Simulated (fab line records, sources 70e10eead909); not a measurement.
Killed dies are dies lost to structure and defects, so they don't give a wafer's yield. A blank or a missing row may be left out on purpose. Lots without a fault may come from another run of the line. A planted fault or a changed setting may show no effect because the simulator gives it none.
fab line records | flow nand_harc
record lots=23 wafers=69 last_day=24
route steps=1159 shown P_BONDPAD@385 A_ONON_D1@439 A_CHANNEL_FILL_D1@517 A_STAIRCASE@554
lots that met no fault: from a run of the same line without faults
start_h: hours from the record's first day to the start of the lot's first wafer shown | wait_h: hours since the lot's step before | " the same as in the row above | L1.1+2: a row that stands for several wafers | - no value, or no start given | * or withheld: withheld | < > ~ a bound
route shown NAME@n: a module of which the file shows steps, and the number in the route of the first | usual: mean/standard deviation of fault-free wafers | same: alike in all rows | chamber/n: place in a boat | sites: the reading at each site | _std_site: their standard deviation | _edge_site: outer sites' mean less inner sites' | radius_mm: how far each site lies from the wafer's centre | mask NAME#n: copy n | behind: the tool/chamber that last shaped the wafer | hold: why the lot was held/for how many hours/how that ended | device: the transistor (n, p or np) that didn't switch | end of line: the same wafers' tests at the end of the route | a step without rows: its recipe alone | killed: dies lost to structure and defects at the first sort, not the wafer's yield | map: a wafer's dies, x killed, . not, _ none there
set.NAME: the setting as run; set.NAME@STEP: as run at that earlier step | model.NAME: the simulator's own value behind a step, which no gauge read
steps of the route over a sample of lots; a table a step, a row a wafer
services: from which hour (start_h, from the record's first day; less than 0 if before it) a tool's chamber was out of use, for how many hours, and why
## steps
# step NHARC_P_BONDPAD_INSPECT_23
# usual raw_defect_count=339/140
# columns lot.wafer tool chamber start_h wait_h raw_defect_count
L074.2 defect_inspect-01 - 122.78 0.0 466
L074.4 " - " " 365
L074.6 " - " " 465
L075.1 defect_inspect-01 - 144.97 0.0 351
L075.3 " - " " 273
L075.6 " - " " 586
L076.1 defect_inspect-02 - 145.30 0.0 232
L076.2 " - " " 389
L076.6 " - " " 227
L077.2 defect_inspect-02 - 155.59 0.0 499
L077.4 " - " " 285
L077.5 " - " " 333
L078.1 defect_inspect-02 - 159.71 0.0 254
L078.5 " - " " 304
L078.6 " - " " 324
L079.1 defect_inspect-02 - 160.38 0.0 340
L079.4 " - " " 220
L079.6 " - " " 315
L081.2 defect_inspect-01 - 174.15 0.0 199
L081.4 " - " " 391
L081.6 " - " " 187
L082.4 defect_inspect-01 - 175.44 0.0 272
L082.5 " - " " 205
L082.6 " - " " 215
L083.2 defect_inspect-02 - 184.24 0.0 381
L083.5 " - " " 264
L083.6 " - " " 284
L084.2 defect_inspect-01 - 189.97 0.0 589
L084.3 " - " " 731
L084.5 " - " " 699
L087.1 defect_inspect-02 - 206.02 0.0 326
L087.5 " - " " 203
L087.6 " - " " 344
L086.1 defect_inspect-01 - 206.80 0.1 448
L086.2 " - " " 487
L086.5 " - " " 590
L085.2 defect_inspect-01 - 207.25 0.1 207
L085.3 " - " " 242
L085.5 " - " " 168
L089.2 defect_inspect-02 - 223.51 0.0 323
L089.5 " - " " 205
L089.6 " - " " 243
L088.1 defect_inspect-02 - 225.28 0.0 196
L088.3 " - " " 147
L088.6 " - " " 164
L091.2 defect_inspect-01 - 225.60 0.0 282
L091.4 " - " " 226
L091.6 " - " " 349
L090.2 defect_inspect-02 - 230.17 0.0 292
L090.4 " - " " 290
L090.5 " - " " 437
L092.2 defect_inspect-01 - 236.17 0.0 316
L092.4 " - " " 347
L092.6 " - " " 245
L094.2 defect_inspect-02 - 255.31 0.0 475
L094.5 " - " " 513
L094.6 " - " " 341
L093.1 defect_inspect-01 - 255.60 0.0 529
L093.2 " - " " 224
L093.6 " - " " 517
L095.1 defect_inspect-01 - 257.55 0.0 316
L095.3 " - " " 277
L095.6 " - " " 267
L096.1 defect_inspect-01 - 261.30 0.0 365
L096.4 " - " " 605
L096.5 " - " " 629
L097.3 defect_inspect-02 - 262.24 0.0 227
L097.4 " - " " 236
L097.6 " - " " 265
# step NHARC_A_ONON_D1_THK_MEAS_21
# recipe thk_meas_gauge=ellipsometry
# usual thk_nm=1001/10
# columns lot.wafer tool chamber start_h wait_h thk_nm
L074.2 film_metro-02 - 156.98 - 992
L074.4 " - " " 991
L074.6 " - " " 993
L075.1 film_metro-01 - 181.85 - 1006
L075.3 " - " " 1007
L075.6 " - " " 1006
L076.1 film_metro-01 - 181.98 - 997
L076.2 " - " " 996
L076.6 " - " " 997
L079.1 film_metro-02 - 194.90 - 1017
L079.4 " - " " 1022
L079.6 " - " " 1021
L077.2 film_metro-01 - 194.92 - 1003
L077.4 " - " " 1002
L077.5 " - " " 1002
L078.1 film_metro-01 - 195.03 - 999
L078.5 " - " " 1001
L078.6 " - " " 1000
L082.4 film_metro-02 - 209.49 - 1023
L082.5 " - " " 1022
L082.6 " - " " 1023
L081.2 film_metro-01 - 209.49 - 997
L081.4 " - " " 997
L081.6 " - " " 996
L083.2 film_metro-01 - 218.92 - 998
L083.5 " - " " 997
L083.6 " - " " 997
L084.2 film_metro-01 - 223.59 - 1020
L084.3 " - " " 1019
L084.5 " - " " 1020
L087.1 film_metro-01 - 240.63 - 1005
L087.5 " - " " 1006
L087.6 " - " " 1004
L086.1 film_metro-01 - 240.77 - 999
L086.2 " - " " 1001
L086.5 " - " " 999
L085.2 film_metro-01 - 240.99 - 1014
L085.3 " - " " 1014
L085.5 " - " " 1012
L089.2 film_metro-01 - 258.10 - 1009
L089.5 " - " " 1009
L089.6 " - " " 1009
L088.1 film_metro-02 - 258.11 - 991
L088.3 " - " " 992
L088.6 " - " " 991
L091.2 film_metro-01 - 258.14 - 996
L091.4 " - " " 994
L091.6 " - " " 996
L090.2 film_metro-01 - 266.72 - 996
L090.4 " - " " 998
L090.5 " - " " 994
L092.2 film_metro-02 - 271.39 - 989
L092.4 " - " " 990
L092.6 " - " " 990
L095.1 film_metro-02 - 289.82 - 1007
L095.3 " - " " 1008
L095.6 " - " " 1006
L093.1 film_metro-01 - 289.82 - 989
L093.2 " - " " 987
L093.6 " - " " 989
L094.2 film_metro-01 - 289.83 - 980
L094.5 " - " " 979
L094.6 " - " " 981
L096.1 film_metro-01 - 297.27 - 995
L096.4 " - " " 997
L096.5 " - " " 995
L097.3 film_metro-02 - 297.29 - 1008
L097.4 " - " " 1007
L097.6 " - " " 1007
# step NHARC_A_ONON_D1_DEP_33
# recipe target_thk_a=2000 temp_c=400 pressure_torr=6.5 rf_w=900 teos_flow_sccm=161.4 flow_sccm=2650 target_thk_nm=200 gas=O2 material=SiO2
# usual flow_sccm=2651/7.1 heater_power_w=499/92 showerhead_vpp_V=1809/88 susceptor_temp_C=400.00/0.22 throttle_valve_pct=16.0/0.48
# columns lot.wafer tool chamber start_h wait_h flow_sccm heater_power_w showerhead_vpp_V susceptor_temp_C throttle_valve_pct
L074.2 pecvd-01 1 158.80 0.1 2650 605 1919 399.81 15.7
L074.6 " 0 " " 2657 497 1752 400.02 15.7
L074.4 " 1 " " 2643 595 1923 399.81 15.7
L075.3 pecvd-03 0 183.67 0.1 2650 597 1966 399.83 16.7
L075.1 " 2 " " 2645 367 1747 399.91 16.4
L075.6 " 0 " " 2644 444 1947 399.92 16.6
L076.1 pecvd-01 1 183.87 0.1 2652 485 1924 400.35 15.6
L076.2 " 0 " " 2654 585 1769 400.33 16.0
L076.6 " 1 " " 2648 503 1940 400.13 15.8
L079.1 pecvd-01 0 196.75 0.1 2648 508 1747 399.95 16.3
L079.6 " 1 " " 2662 540 1929 399.97 15.8
L079.4 " 0 " " 2662 536 1780 399.96 16.2
L077.2 pecvd-03 1 196.78 0.1 2660 642 1820 399.92 16.0
L077.4 " 2 " " 2651 423 1706 400.07 16.5
L077.5 " 0 " " 2665 484 1924 399.92 16.5
L078.1 pecvd-01 2 196.93 0.2 2655 341 1871 399.76 15.7
L078.6 " 2 " " 2645 358 1866 400.12 15.6
L078.5 " 1 " " 2660 611 1920 399.53 15.8
L081.2 pecvd-03 2 211.31 0.1 2641 343 1682 400.21 16.5
L081.4 " 1 " " 2643 555 1816 400.35 15.8
L081.6 " 2 " " 2649 343 1676 399.86 16.6
L082.4 pecvd-02 1 211.40 0.2 2650 671 1691 400.00 16.0
L082.5 " 2 " " 2652 517 1753 400.01 16.4
L082.6 " 0 " " 2662 544 1837 399.72 15.7
L083.2 pecvd-02 0 220.73 0.1 2641 542 1827 399.83 15.4
L083.6 " 0 " " 2641 542 1855 400.07 15.6
L083.5 " 1 " " 2654 663 1696 399.92 16.1
L084.3 pecvd-03 2 225.35 0.1 2654 369 1709 399.90 16.5
L084.2 " 0 " " 2664 469 1916 399.96 16.7
L084.5 " 0 " " 2662 481 1912 399.91 16.8
L087.1 pecvd-02 2 242.39 0.1 2661 473 1728 399.80 16.4
L087.5 " 2 " " 2659 462 1706 400.01 16.5
L087.6 " 1 " " 2646 597 1717 400.13 16.2
L086.2 pecvd-02 1 242.71 0.2 2637 539 1696 400.12 16.2
L086.1 " 2 " " 2642 401 1746 399.63 16.2
L086.5 " 2 " " 2638 422 1722 400.30 16.3
L085.3 pecvd-03 2 242.87 0.2 2632 423 1696 399.99 16.4
L085.2 " 0 " " 2650 569 1922 400.16 16.7
L085.5 " 1 " " 2654 557 1807 400.04 16.1
L088.3 pecvd-02 2 259.90 0.1 2651 422 1719 400.55 16.2
L088.1 " 0 " " 2640 532 1867 399.97 15.5
L088.6 " 2 " " 2649 434 1714 400.21 16.4
L091.2 pecvd-01 0 259.94 0.1 2648 584 1756 399.75 16.4
L091.6 " 1 " " 2669 522 1917 399.86 15.7
L091.4 " 2 " " 2643 385 1875 400.12 15.1
L089.2 pecvd-03 2 259.96 0.1 2651 402 1697 400.06 16.9
L089.5 " 1 " " 2654 596 1813 399.83 15.8
L089.6 " 2 " " 2642 427 1670 400.45 16.4
L090.2 pecvd-01 2 268.48 0.1 2657 294 1889 399.87 15.1
L090.4 " 0 " " 2653 542 1788 400.02 16.4
L090.5 " 1 " " 2650 610 1911 399.92 15.7
L092.2 pecvd-02 0 273.20 0.1 2654 558 1850 399.75 15.7
L092.6 " 0 " " 2648 416 1839 399.86 15.7
L092.4 " 1 " " 2656 570 1670 399.95 16.0
L093.1 pecvd-03 2 291.61 0.1 2652 428 1688 400.07 16.6
L093.2 " 0 " " 2650 573 1917 399.99 17.0
L093.6 " 1 " " 2658 611 1797 400.07 16.0
L095.1 pecvd-01 2 291.70 0.2 2640 314 1912 400.21 15.0
L095.3 " 1 " " 2654 552 1912 400.22 15.9
L095.6 " 1 " " 2660 556 1917 399.80 15.6
L094.2 pecvd-02 1 291.77 0.2 2652 596 1716 400.36 16.2
L094.5 " 1 " " 2648 617 1685 400.76 16.2
L094.6 " 0 " " 2655 433 1820 399.78 15.2
L096.1 pecvd-01 2 299.02 0.1 2649 369 1838 399.83 15.1
L096.4 " 2 " " 2643 345 1877 400.03 14.9
L096.5 " 0 " " 2645 593 1765 399.60 16.9
L097.3 pecvd-02 0 299.22 0.2 2652 493 1842 400.37 15.6
L097.6 " 0 " " 2648 485 1852 400.38 15.4
L097.4 " 2 " " 2651 490 1762 399.55 16.9
# step NHARC_A_CHANNEL_FILL_D1_RTA_24
# recipe temp_c=1000 time_s=5
# usual lamp_power_pct=29.2/1.7 lamp_zone_6_pct=29.1/1.7 wafer_temp_C_max=1003.9/1.2
# same time_s=5
# columns lot.wafer tool chamber start_h wait_h lamp_power_pct lamp_zone_6_pct wafer_temp_C_max
L074.2 rtp_anneal-02 0 218.54 0.1 27.6 27.5 1002.7
L074.4 " 0 " " 27.6 27.5 1003.8
L074.6 " 0 " " 27.6 27.5 1002.6
L076.1 rtp_anneal-01 0 242.30 0.0 31.0 31.0 1005.9
L076.2 " 0 " " 31.1 31.0 1005.1
L076.6 " 0 " " 31.1 31.0 1003.8
L075.1 rtp_anneal-02 0 242.33 0.0 27.6 27.5 1003.1
L075.3 " 0 " " 27.6 27.6 1002.5
L075.6 " 0 " " 27.6 27.5 1003.2
L079.1 rtp_anneal-01 0 255.56 0.0 31.0 31.0 1004.6
L079.4 " 0 " " 31.1 31.0 1005.1
L079.6 " 0 " " 31.0 30.9 1004.0
L077.2 rtp_anneal-02 0 255.59 0.1 27.6 27.5 1003.6
L077.4 " 0 " " 27.6 27.5 1002.5
L077.5 " 0 " " 27.6 27.6 1004.1
L078.1 rtp_anneal-01 0 260.47 0.0 31.0 31.0 1004.2
L078.5 " 0 " " 31.1 31.0 1005.7
L078.6 " 0 " " 31.0 31.0 1005.3
L082.4 rtp_anneal-02 0 276.06 0.1 27.6 27.5 1002.1
L082.5 " 0 " " 27.6 27.6 1002.5
L082.6 " 0 " " 27.6 27.6 1002.9
L081.2 rtp_anneal-01 0 276.14 0.2 31.0 31.0 1004.8
L081.4 " 0 " " 31.0 31.0 1005.1
L081.6 " 0 " " 31.1 31.0 1004.5
L083.2 rtp_anneal-02 0 286.61 0.1 27.6 27.5 1004.2
L083.5 " 0 " " 27.6 27.6 1003.5
L083.6 " 0 " " 27.6 27.6 1002.0
L084.2 rtp_anneal-01 0 286.65 0.1 31.0 31.0 1003.3
L084.3 " 0 " " 31.0 31.0 1004.5
L084.5 " 0 " " 31.0 31.0 1005.1
L087.1 rtp_anneal-01 0 303.91 0.0 31.0 31.0 1006.1
L087.5 " 0 " " 31.1 31.0 1005.5
L087.6 " 0 " " 31.1 30.9 1005.1
L086.1 rtp_anneal-01 0 307.62 0.1 31.1 31.0 1006.4
L086.2 " 0 " " 31.0 31.0 1006.0
L086.5 " 0 " " 31.1 31.0 1006.4
L085.2 rtp_anneal-02 0 312.03 0.3 27.6 27.6 1003.6
L085.3 " 0 " " 27.6 27.5 1002.1
L085.5 " 0 " " 27.6 27.6 1002.3
L088.1 rtp_anneal-01 0 319.63 0.0 31.0 30.9 1006.4
L088.3 " 0 " " 31.0 31.0 1004.4
L088.6 " 0 " " 31.0 31.0 1004.3
L089.2 rtp_anneal-02 0 319.65 0.1 27.6 27.5 1003.4
L089.5 " 0 " " 27.6 27.5 1002.9
L089.6 " 0 " " 27.6 27.5 1003.2
L091.2 rtp_anneal-01 0 323.36 0.1 31.1 30.9 1004.6
L091.4 " 0 " " 31.1 31.0 1004.8
L091.6 " 0 " " 31.0 31.0 1005.7
L090.2 rtp_anneal-02 0 329.70 0.1 27.6 27.6 1003.0
L090.4 " 0 " " 27.5 27.5 1002.7
L090.5 " 0 " " 27.6 27.5 1003.0
L092.2 rtp_anneal-02 0 332.48 0.1 27.6 27.6 1002.6
L092.4 " 0 " " 27.6 27.6 1003.2
L092.6 " 0 " " 27.6 27.5 1003.5
L093.1 rtp_anneal-02 0 355.62 0.0 27.6 27.6 1002.6
L093.2 " 0 " " 27.6 27.6 1002.7
L093.6 " 0 " " 27.6 27.5 1002.5
L094.2 rtp_anneal-01 0 355.74 0.1 31.0 30.9 1004.5
L094.5 " 0 " " 31.0 31.0 1005.6
L094.6 " 0 " " 31.1 31.0 1007.0
L095.1 rtp_anneal-02 0 355.79 0.1 27.6 27.6 1003.6
L095.3 " 0 " " 27.6 27.6 1003.2
L095.6 " 0 " " 27.6 27.5 1005.2
L096.1 rtp_anneal-02 0 363.65 0.0 27.6 27.5 1002.3
L096.4 " 0 " " 27.6 27.6 1003.1
L096.5 " 0 " " 27.6 27.6 1002.5
L097.3 rtp_anneal-01 0 367.63 0.4 31.0 31.0 1004.1
L097.4 " 0 " " 31.1 30.9 1005.2
L097.6 " 0 " " 31.0 31.0 1006.1
# step NHARC_A_STAIRCASE_TRIM_18
# recipe time_s=211.2 o2_flow_sccm=500 ar_flow_sccm=0 bias_w=0 chemistry=O2
# usual drypump_motor_current_A=5.7/0.38 mfc_ar_sccm=0.006/0.0085 o2_flow_sccm=500.1/1.4 oes_product_au=0.995/0.013 rf_vpp_V=57.8/0.91 showerhead_plenum_p_Torr=3.59/0.15 throttle_valve_pct=17.035/0.0087
# same bias_w=0 time_s=211.2
# columns lot.wafer tool chamber start_h wait_h drypump_motor_current_A mfc_ar_sccm o2_flow_sccm oes_product_au rf_hours_counter_h rf_vpp_V showerhead_plenum_p_Torr throttle_valve_pct
L074.2 rie_diel-07 2 - - 6.3 0.024 501.8 0.985 60 57.6 3.26 17.035
L074.6 " 2 " " 6.3 0.024 500.4 0.992 - 58.9 3.26 17.037
L074.4 " 0 " " 5.3 0.003 502.3 0.981 - 56.9 3.72 17.028
L076.2 rie_diel-07 0 - - 5.3 0.003 501.2 0.986 2 57.6 3.72 17.029
L076.1 " 1 " " 5.9 0 501.0 0.993 2 58.1 3.57 17.036
L076.6 " 3 " " 5.7 0.014 500.7 1.018 - 57.1 3.61 17.021
L075.3 rie_diel-07 0 - - 5.3 0.003 500.5 0.978 2 58.3 3.72 17.039
L075.1 " 2 " " 6.3 0.024 501.1 0.983 3 59.0 3.81 17.044
L075.6 " 3 " " 5.8 0.014 498.5 1.005 - 59.1 3.61 17.037
L079.4 rie_diel-06 0 - - 5.6 0 499.8 0.994 2 59.0 3.60 17.024
L079.1 " 1 " " 5.7 0 497.6 0.979 2 58.0 3.45 17.027
L079.6 " 2 " " 5.5 0.015 501.9 1.027 - 57.2 3.71 17.032
L077.4 rie_diel-07 0 - - 5.3 0.003 500.4 0.992 10 58.4 3.72 17.029
L077.2 " 2 " " 6.3 0.024 499.0 0.987 9 57.9 3.80 17.037
L077.5 " 1 " " 5.9 0 499.9 0.982 - 58.4 3.57 17.021
L078.1 rie_diel-13 2 - - 5.4 0.007 499.9 0.987 60 58.6 3.48 17.041
L078.5 " 0 " " 5.9 0 498.8 0.991 - 56.7 3.28 17.037
L078.6 " 1 " " 6.1 0 498.3 1.002 - 58.2 3.53 17.029
L082.4 rie_diel-06 2 - - 5.5 0.015 499.1 1.016 6 56.7 3.71 17.049
L082.6 " 0 " " 5.7 0 499.4 1.002 - 57.0 3.60 17.049
L082.5 " 1 " " 5.7 0 501.1 0.989 - 58.1 3.44 17.045
L081.4 rie_diel-06 3 - - 4.8 0.001 499.2 0.994 9 57.7 3.68 17.012
L081.2 " 0 " " 5.6 0 499.6 0.999 10 58.5 3.60 17.025
L081.6 " 3 " " 4.8 0.001 501.3 0.982 - 58.3 3.68 17.040
L083.2 rie_diel-07 3 - - 5.8 0.014 499.1 1.026 24 58.6 3.59 17.033
L083.5 " 2 " " 6.3 0.024 500.9 0.993 - 57.9 3.80 17.033
L083.6 " 3 " " 5.7 0.014 501.6 1.009 - 56.7 3.59 17.038
L084.2 rie_diel-13 0 - - 5.9 0 498.1 1.006 3 58.1 3.81 17.027
L084.3 " 3 " " 5.5 0 495.2 1.004 3 57.0 3.30 17.037
L084.5 " 3 " " 5.5 0 497.9 0.991 - 56.6 3.30 17.031
L087.1 rie_diel-06 2 - - 5.5 0.015 502.1 1.011 16 58.4 3.70 17.036
L087.5 " 3 " " 4.8 0.001 501.1 0.971 - 57.1 3.68 17.033
L087.6 " 0 " " 5.7 0 497.8 1.000 - 57.0 3.59 17.052
L086.1 rie_diel-13 2 311.33 - 5.4 0.007 500.4 0.991 4 57.7 3.47 17.029
L086.2 " 3 " " 5.5 0 502.5 0.996 7 57.8 3.29 17.044
L086.5 " 2 " " 5.4 0.007 500.9 0.999 - 57.3 3.47 17.038
L085.2 rie_diel-13 3 - - 5.5 0 502.4 1.001 10 56.8 3.29 17.041
L085.3 " 0 " " 5.9 0 501.7 0.988 10 58.3 3.80 17.036
L085.5 " 3 " " 5.5 0 499.3 0.979 - 56.5 3.29 17.032
L089.2 rie_diel-07 1 - - 5.9 0 501.5 0.988 31 57.5 3.56 17.031
L089.6 " 0 " " 5.3 0.003 499.1 1.000 - 56.8 3.70 17.036
L089.5 " 1 " " 5.9 0 502.3 0.987 - 56.7 3.56 17.029
L088.3 rie_diel-07 0 - - 5.3 0.003 500.6 1.005 32 57.4 3.70 17.042
L088.1 " 1 " " 5.9 0 499.0 0.985 32 57.9 3.56 17.023
L088.6 " 3 " " 5.8 0.014 501.7 1.023 - 57.8 3.59 17.039
L091.2 rie_diel-06 1 - - 5.7 0 501.7 0.967 26 57.7 3.43 17.043
L091.4 " 2 " " 5.5 0.015 500.6 1.011 24 58.4 3.70 17.038
L091.6 " 1 " " 5.7 0 499.0 0.982 - 56.6 3.43 17.047
L090.4 rie_diel-07 3 - - 5.8 0.014 499.0 1.016 37 57.9 3.59 17.034
L090.2 " 0 " " 5.3 0.003 501.1 1.001 35 58.6 3.70 17.031
L090.5 " 2 " " 6.3 0.024 499.3 0.988 - 59.0 3.79 17.040
L092.2 rie_diel-13 3 - - 5.5 0 499.9 0.997 21 57.9 3.29 17.035
L092.6 " 3 " " 5.5 0 501.1 1.000 - 58.2 3.29 17.030
L092.4 " 0 " " 5.9 0 499.6 0.995 - 58.0 3.80 17.033
L093.2 rie_diel-07 2 - - 6.3 0.024 499.5 0.983 48 58.1 3.78 17.023
L093.1 " 0 " " 5.3 0.003 501.1 1.000 44 57.8 3.70 17.032
L093.6 " 2 " " 6.3 0.024 499.2 0.986 - 60.5 3.78 17.054
L094.2 rie_diel-07 0 - - 5.3 0.003 501.8 0.991 44 58.6 3.70 17.040
L094.6 " 3 " " 5.7 0.014 497.9 1.015 - 56.7 3.58 17.034
L094.5 " 0 " " 5.3 0.003 499.9 0.991 - 57.4 3.70 17.048
L095.3 rie_diel-06 2 - - 5.5 0.015 501.1 1.005 36 57.4 3.69 17.036
L095.1 " 0 " " 5.7 0 501.4 1.006 40 58.6 3.58 17.042
L095.6 " 1 " " 5.7 0 499.2 0.990 - 57.9 3.43 17.051
L096.4 rie_diel-06 1 - - 5.7 0 497.9 0.962 40 56.6 3.43 17.030
L096.1 " 2 " " 5.5 0.015 501.0 1.015 38 56.5 3.69 17.030
L096.5 " 1 " " 5.6 0 497.5 0.976 - 57.7 3.43 17.039
L097.4 rie_diel-07 0 - - 5.3 0.003 499.9 0.993 49 58.4 3.69 17.035
L097.3 " 3 " " 5.7 0.014 500.1 1.016 51 55.4 3.58 17.033
L097.6 " 1 " " 5.9 0 499.6 0.991 - 57.4 3.55 17.028
# step NHARC_A_STAIRCASE_TRIM_187
# recipe time_s=211.2 o2_flow_sccm=500 ar_flow_sccm=0 bias_w=0 chemistry=O2
# usual drypump_motor_current_A=5.7/0.39 mfc_ar_sccm=0.007/0.0089 o2_flow_sccm=500.2/1.5 oes_product_au=0.996/0.013 rf_vpp_V=57.8/0.87 showerhead_plenum_p_Torr=3.61/0.14 throttle_valve_pct=17.037/0.008
# same bias_w=0 time_s=211.2
# columns lot.wafer tool chamber start_h wait_h drypump_motor_current_A mfc_ar_sccm o2_flow_sccm oes_product_au rf_hours_counter_h rf_vpp_V showerhead_plenum_p_Torr throttle_valve_pct
L074.2 rie_diel-06 1 225.70 0.1 5.7 0 501.6 0.989 58 58.0 3.45 17.035
L074.6 " 1 " " 5.7 0 500.9 0.994 - 58.2 3.45 17.035
L074.4 " 0 " " 5.7 0 500.6 0.989 - 58.2 3.61 17.034
L076.2 rie_diel-07 2 250.19 0.1 6.3 0.024 501.3 0.983 5 59.7 3.80 17.035
L076.1 " 1 " " 5.8 0 500.1 0.993 5 56.7 3.57 17.043
L076.6 " 3 " " 5.7 0.014 502.1 1.007 - 57.0 3.61 17.059
L075.3 rie_diel-07 2 250.28 0.1 6.3 0.024 502.3 0.983 5 57.4 3.81 17.042
L075.1 " 1 " " 5.9 0 500.2 0.988 5 58.6 3.57 17.044
L075.6 " 2 " " 6.3 0.024 502.5 0.991 - 57.9 3.81 17.037
L079.4 rie_diel-06 1 262.32 0.1 5.7 0 498.7 0.987 3 57.3 3.45 17.035
L079.1 " 0 " " 5.7 0 498.2 0.997 3 58.0 3.60 17.044
L079.6 " 2 " " 5.5 0.015 500.0 1.033 - 57.3 3.71 17.029
L077.2 rie_diel-07 1 262.68 0.1 5.9 0 500.9 0.977 10 56.7 3.57 17.027
L077.4 " 2 " " 6.3 0.024 500.2 0.977 10 58.2 3.80 17.044
L077.5 " 0 " " 5.3 0.003 498.5 0.982 - 59.6 3.72 17.030
L078.1 rie_diel-13 2 267.60 0.1 5.4 0.007 498.4 0.996 61 57.5 3.48 17.029
L078.6 " 0 " " 5.9 0 500.0 0.993 - 56.9 3.28 17.044
L078.5 " 1 " " 6.1 0 496.8 1.001 - 57.4 3.53 17.033
L082.4 rie_diel-07 3 283.33 0.3 5.8 0.014 499.3 1.018 20 59.3 3.60 17.046
L082.5 " 0 " " 5.3 0.003 502.1 0.995 - 57.3 3.71 17.039
L082.6 " 1 " " 5.9 0 499.7 0.990 - 58.1 3.56 17.026
L081.2 rie_diel-07 3 285.17 0.1 5.8 0.014 499.2 1.010 21 56.7 3.60 17.046
L081.4 " 0 " " 5.3 0.003 499.3 1.001 21 58.9 3.71 17.042
L081.6 " 2 " " 6.3 0.024 497.4 0.980 - 57.5 3.80 17.043
L083.2 rie_diel-06 3 293.93 0.1 4.8 0.001 497.6 0.987 14 57.2 3.68 17.036
L083.5 " 3 " " 4.9 0.001 498.5 0.987 - 59.1 3.68 17.043
L083.6 " 0 " " 5.7 0 500.3 1.004 - 57.0 3.60 17.035
L084.3 rie_diel-07 1 294.72 0.1 5.9 0 502.6 0.984 23 57.2 3.56 17.044
L084.2 " 0 " " 5.3 0.003 499.6 0.988 24 57.9 3.71 17.028
L084.5 " 2 " " 6.3 0.024 500.0 0.978 - 59.1 3.79 17.049
L087.1 rie_diel-07 3 310.89 0.1 5.7 0.014 500.6 1.017 29 57.9 3.59 17.024
L087.5 " 2 " " 6.3 0.024 498.4 0.993 - 58.5 3.79 17.029
L087.6 " 3 " " 5.8 0.014 500.2 1.015 - 58.2 3.59 17.044
L086.2 rie_diel-07 1 314.97 0.1 5.8 0 499.5 0.985 28 57.3 3.56 17.045
L086.1 " 3 " " 5.8 0.014 500.5 1.014 30 57.8 3.59 17.046
L086.5 " 2 " " 6.3 0.024 501.3 0.972 - 58.3 3.79 17.028
L085.3 rie_diel-13 3 319.20 0.1 5.5 0 497.7 0.998 11 57.8 3.29 17.037
L085.2 " 0 " " 5.9 0 498.4 0.986 11 58.7 3.80 17.022
L085.5 " 2 " " 5.3 0.007 497.2 0.985 - 56.4 3.47 17.042
L088.1 rie_diel-06 0 328.25 0.2 5.7 0 498.5 1.007 28 57.8 3.59 17.030
L088.3 " 3 " " 4.8 0.001 498.8 0.988 26 57.6 3.67 17.034
L088.6 " 0 " " 5.6 0 500.0 1.006 - 56.9 3.59 17.039
L089.2 rie_diel-07 1 328.35 0.1 5.9 0 502.5 0.995 33 57.4 3.56 17.039
L089.6 " 3 " " 5.8 0.014 501.3 1.031 - 57.1 3.59 17.037
L089.5 " 0 " " 5.3 0.003 498.4 1.009 - 58.1 3.70 17.034
L091.2 rie_diel-13 1 331.01 0.1 6.1 0 501.5 0.977 19 58.4 3.52 17.044
L091.4 " 1 " " 6.1 0 499.6 0.989 - 59.6 3.52 17.050
L091.6 " 0 " " 5.9 0 499.1 0.987 - 56.9 3.80 17.033
L090.2 rie_diel-06 2 337.09 0.2 5.5 0.015 498.5 1.009 29 57.5 3.69 17.030
L090.4 " 1 " " 5.7 0 501.6 0.993 30 59.0 3.43 17.027
L090.5 " 2 " " 5.5 0.015 500.2 1.007 - 57.7 3.69 17.030
L092.2 rie_diel-13 1 340.64 0.1 6.2 0 500.8 0.970 23 57.0 3.52 17.018
L092.4 " 3 " " 5.5 0 500.3 1.001 22 56.7 3.29 17.036
L092.6 " 1 " " 6.2 0 499.3 0.991 - 58.0 3.52 17.027
L094.2 rie_diel-06 3 363.02 0.1 4.8 0.001 500.3 1.005 40 59.7 3.67 17.046
L094.6 " 0 " " 5.6 0 503.8 1.021 - 58.4 3.58 17.038
L094.5 " 1 " " 5.6 0 500.6 0.986 - 56.5 3.43 17.033
L093.1 rie_diel-06 2 363.33 0.2 5.5 0.015 501.0 1.018 37 58.6 3.69 17.040
L093.2 " 3 " " 4.8 0.001 500.9 0.997 40 59.6 3.67 17.031
L093.6 " 1 " " 5.7 0 498.9 0.977 - 56.6 3.43 17.039
L095.3 rie_diel-07 0 364.04 0.1 5.3 0.003 502.5 0.998 46 56.6 3.69 17.041
L095.1 " 1 " " 5.9 0 500.5 0.992 48 57.3 3.55 17.038
L095.6 " 3 " " 5.8 0.014 501.5 1.020 - 57.9 3.58 17.032
L096.4 rie_diel-07 0 371.37 0.1 5.3 0.003 502.1 0.985 49 57.8 3.69 17.035
L096.1 " 1 " " 5.9 0 499.8 0.995 50 57.8 3.55 17.060
L096.5 " 2 " " 6.3 0.024 500.7 0.982 - 58.8 3.78 17.040
L097.4 rie_diel-13 1 375.35 0.1 6.2 0 499.6 0.980 35 57.6 3.51 17.038
L097.3 " 2 " " 5.4 0.007 498.5 1.000 22 58.4 3.46 17.041
L097.6 " 3 " " 5.5 0 502.4 1.000 - 55.9 3.28 17.046
## services
# columns tool chamber start_h hours kind
pecvd-02 - 153.74 13.0 pm
rie_diel-07 0 158.93 - clean
rie_diel-07 1 158.93 - clean
rie_diel-06 2 166.59 1.2 repair
rie_diel-13 1 168.66 1.4 repair
pecvd-01 - 175.13 0.7 repair
rie_diel-13 3 218.18 5.8 repair
rie_diel-07 3 222.34 4.9 repair
rie_diel-06 2 225.22 6.5 repair
rie_diel-07 - 228.74 9.0 pm
pecvd-01 - 237.00 13.0 pm
rie_diel-06 2 239.20 17.2 repair
rie_diel-06 - 241.58 9.0 pm
rie_diel-13 - 276.13 9.0 pm
rie_diel-13 2 286.64 8.8 repair
pecvd-03 - 292.00 13.0 pm
rtp_anneal-02 - 300.00 12.0 pm
rie_diel-06 1 303.21 7.4 repair
rie_diel-07 1 304.31 1.4 repair
pecvd-02 - 312.42 0.8 repair
rie_diel-06 - 323.32 2.1 repair
rie_diel-07 - 325.65 0.8 repair
pecvd-02 - 335.20 13.0 pm
rie_diel-06 0 338.06 2.3 repair
## key
fault none
